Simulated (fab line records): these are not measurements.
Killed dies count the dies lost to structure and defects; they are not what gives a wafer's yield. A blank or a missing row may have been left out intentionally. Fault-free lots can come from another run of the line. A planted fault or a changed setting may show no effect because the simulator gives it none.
Matching of chambers    flow nand harc    rie diel-08 running NHARC_A_STAIRCASE_ETCH_444: 4 sister chambers
The step etches the open film in C4F8/O2, target depth 20400 nm, time 6800 s. 8 wafers are shown with their chamber, then 9 later ones without.

WAFERS WITH THEIR CHAMBER
wafer   chamber  rf vpp V (V)  oes product au (a.u.)
L081.1  3        807           0.929
L081.4  0        808           0.933
L086.1  2        804           0.931
L086.5  1        810           0.914
L086.6  0        808           0.925
L089.2  3        805           0.987
L089.3  2        803           0.999
L089.6  1        811           0.973

WAFERS WITH NO CHAMBER GIVEN
wafer   rf vpp V (V)  oes product au (a.u.)
L090.1  805           0.967
L090.3  811           0.979
L090.6  808           0.972
L094.1  803           0.936
L094.3  807           0.950
L094.4  803           0.936
L096.1  809           0.928
L096.3  803           0.936
L096.6  808           0.930

WHICH CHAMBER EACH ONE RAN IN
wafer    from the rows above            in truth
L090.1   can't be placed: 3 or 2        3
L090.3   1                              1
L090.6   can't be placed: 0 or 3 or 1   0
L094.1   2                              2
L094.3   can't be placed: 3 or 0        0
L094.4   2                              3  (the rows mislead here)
L096.1   can't be placed: 0 or 1        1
L096.3   2                              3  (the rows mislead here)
L096.6   0                              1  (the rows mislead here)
2 of 9 placed correctly. Not placeable from these rows: 4 (in 4, the candidates include the true chamber). Number placed wrongly: 3.
How it was worked out, from the rows above alone: a wafer's distance from a chamber is the root of the sum, over the readings, of the square of ((its reading less the chamber's mean) divided by the reading's scatter). If the next closest chamber is less than 2 further off than the closest, the wafer can't be placed; otherwise it belongs to the closest. The mean given for a chamber averages the wafers shown for that chamber. The scatter: take each reading less its chamber's mean, square it, sum over the shown wafers, divide by the number of wafers less the number of chambers, and take the root.
